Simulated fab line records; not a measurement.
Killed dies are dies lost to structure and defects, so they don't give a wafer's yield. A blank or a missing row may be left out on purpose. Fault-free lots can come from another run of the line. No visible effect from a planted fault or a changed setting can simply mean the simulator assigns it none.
A struck lot beside a sound one ; flow n5-finfet ; 39 steps out of a route of 1938
Sound: wafers L554.3, L554.4, L554.6. Struck: wafers L561.1, L561.3 (left out: L561.6, a lot-mate that was not struck); the cause follows at the end.
At each step with rows: each side's tool, then ch and its chambers, then its first start. Under that, the readings that differ: sound wafers ; struck wafers ; difference of the means ; sigmas: that difference in standard deviations of wafers without a fault.
alike: readings with means less than 2 such deviations apart, plus words and numbers identical on both sides. not compared: withheld readings, readings lacking a value on some wafer, bounds such as >300 that could conceal the same value, and numbers that have no deviation in the record and whose values overlap.
Wherever a step has rows on one side only, a row that says differs or no value, or a row with sigmas, the two part there. When numbers do not overlap yet have no deviation, they are printed without sigmas and do not part them. A reading that every wafer of one side lacks parts them only if that side has two wafers or more.

first, 10 steps without rows for these wafers: N5_BEOL_M1_STRIP_36 (strips in N2/H2); N5_BEOL_M1_TRENCH_ETCH_37 (etches SiOC in C4F6/O2, target depth 55.207 nm, time 29 s); N5_BEOL_M1_ETCH_41 (etches SiCN in CH3F/O2, target depth 31.9 nm, time 57.8 s); N5_BEOL_M1_STRIP_97 (strips in N2/H2, time 10 s); N5_BEOL_M1_HM_STRIP_39 (strips TiN in peroxide tin strip, target depth 25 nm, time 158 s); N5_BEOL_M1_SRD_40 (time 30 s); N5_BEOL_M1_PRECLEAN_42 (cleans in residue remover, time 60 s); N5_BEOL_M1_SRD_43 (time 30 s); N5_BEOL_M1_DEGAS_44 (time 60 s); N5_BEOL_M1_PRE_CLEAN_45 (time 30 s).
N5_BEOL_M1_ALD_84: deposits TaN, pulse time 2 s, purge time 3 s, co reactant purge time 2 s.
  sound on ald-metal-04 ch 1,2, day 9 01:05; struck on ald-metal-04 ch 1,2, day 10 13:46
reading;sound;struck;difference;sigmas
ald-cycles;30 30 30;21 21;-9;
  alike: heater-power-w
  not compared: since-wet-clean-h, model.TaN_of_BEOL_M1_ALD_84.thk-nm
then, 26 steps without rows for these wafers: N5_BEOL_M1_SURFACE_TREAT_85; N5_BEOL_M1_CVD_47 (deposits Co from CCTBA/H2, target thk 3 nm, time 223.8 s); N5_BEOL_M1_SPUTTER_48 (material Cu, target thk 4.5 nm, time 8.29 s); N5_BEOL_M1_ANNEAL_49 (time 240 s); N5_BEOL_M1_SPUTTER_79 (material Cu, target thk 4.5 nm, time 8.29 s); N5_BEOL_M1_ANNEAL_80 (time 240 s); N5_BEOL_M1_SPUTTER_81 (material Cu, target thk 4.5 nm, time 8.29 s); N5_BEOL_M1_ANNEAL_82 (time 240 s); N5_BEOL_M1_SPUTTER_86 (material Cu, target thk 4.5 nm, time 8.29 s); N5_BEOL_M1_ANNEAL_87 (time 240 s); N5_BEOL_M1_SPUTTER_88 (material Cu, target thk 4.5 nm, time 8.29 s); N5_BEOL_M1_ANNEAL_89 (time 240 s); N5_BEOL_M1_SPUTTER_90 (material Cu, target thk 4.5 nm, time 8.29 s); N5_BEOL_M1_ANNEAL_91 (time 240 s); N5_BEOL_M1_SPUTTER_92 (material Cu, target thk 4.5 nm, time 8.29 s); N5_BEOL_M1_ANNEAL_93 (time 240 s); N5_BEOL_M1_SPUTTER_94 (material Cu, target thk 4.5 nm, time 8.29 s); N5_BEOL_M1_ANNEAL_95 (time 240 s); N5_BEOL_M1_SPUTTER_96 (material Cu, target thk 4.5 nm, time 8.29 s); N5_BEOL_M1_ECD_50 (material Cu, target thk 300 nm); N5_BEOL_M1_ANNEAL_51 (time 90 s); N5_BEOL_M1_CMP_52 (polishes, stops on SiOC, t overpolish 6.8 s, target thk 40 nm); N5_BEOL_M1_PRE_CLEAN_60 (time 15 s); N5_BEOL_M1_CO_CAP_55 (material Co, precursor CCTBA/H2, target thk 2 nm, time 102.1 s); N5_BEOL_M1_PRE_CLEAN_56 (time 15 s); N5_BEOL_M1_DEP_57 (deposits SiCN from 3MS/NH3, target thk 8 nm, time 14 s).
N5_BEOL_M4_RC_MEAS_101:
  sound on prober-02 ch 0, day 10 18:11; struck on prober-02 ch 0, day 12 00:14
reading;sound;struck;difference;sigmas
CHAIN_V0 (ohm/link);229 230 228;187 180;-46;-5
CHAIN_V0_max_site (ohm/link);235 241 239;196 185;-48;-5
COMB_M1 (S/m);5.8e-11 4.5e-11 6.5e-11;1.48e-10 1.95e-10;+1.16e-10;+10
COMB_M1_max_site (S/m);7.8e-11 6.9e-11 9.7e-11;2.69e-10 2.84e-10;+1.95e-10;+10
  alike: DIBL_N, DIBL_P, IOFF_N, IOFF_P, ION_N, ION_P, SS_N, SS_P, VT_N, VT_P
-- a jump in the record: the struck wafers' starts before and after are 4 days apart (it breaks off in module BEOL_M4 and resumes in module PASSIVATION, where the first step shown is number 1936 of the route) --
N5_PASSIVATION_PROBE_49:
  sound on prober-01 at day 15 01:49; struck on prober-01 at day 16 09:16
reading;sound;struck;difference;sigmas
defect-limited-yield (%);90.5 90.3 90.5;85.2 86.2;-4.7;-3
killed_at_M0_to_M3;22 27 19;101 116;+86;+9
killed-at-contacts;22 24 18;9 2;-16;-2
killed-dies;112 114 112;175 163;+56;+3
sort_bin_4_leakage (%);0 0 0;5.68 6.27;+5.97;+99 or more
sort-n-pass;1068 1066 1068;1005 1017;-56;-3
sort-yield-pct (%);90.5 90.3 90.5;85.2 86.2;-4.7;-3
  alike: killed_at_M4_up, killed-at-front-end, killed-at-other, killed-open, killed-short, sort_bin_5_function, sort_bin_6_memory

== WHERE THEY PART ==
At N5_BEOL_M4_RC_MEAS_101 first; at N5_PASSIVATION_PROBE_49 last (within this record only).

WHY: whatever the simulator had introduced
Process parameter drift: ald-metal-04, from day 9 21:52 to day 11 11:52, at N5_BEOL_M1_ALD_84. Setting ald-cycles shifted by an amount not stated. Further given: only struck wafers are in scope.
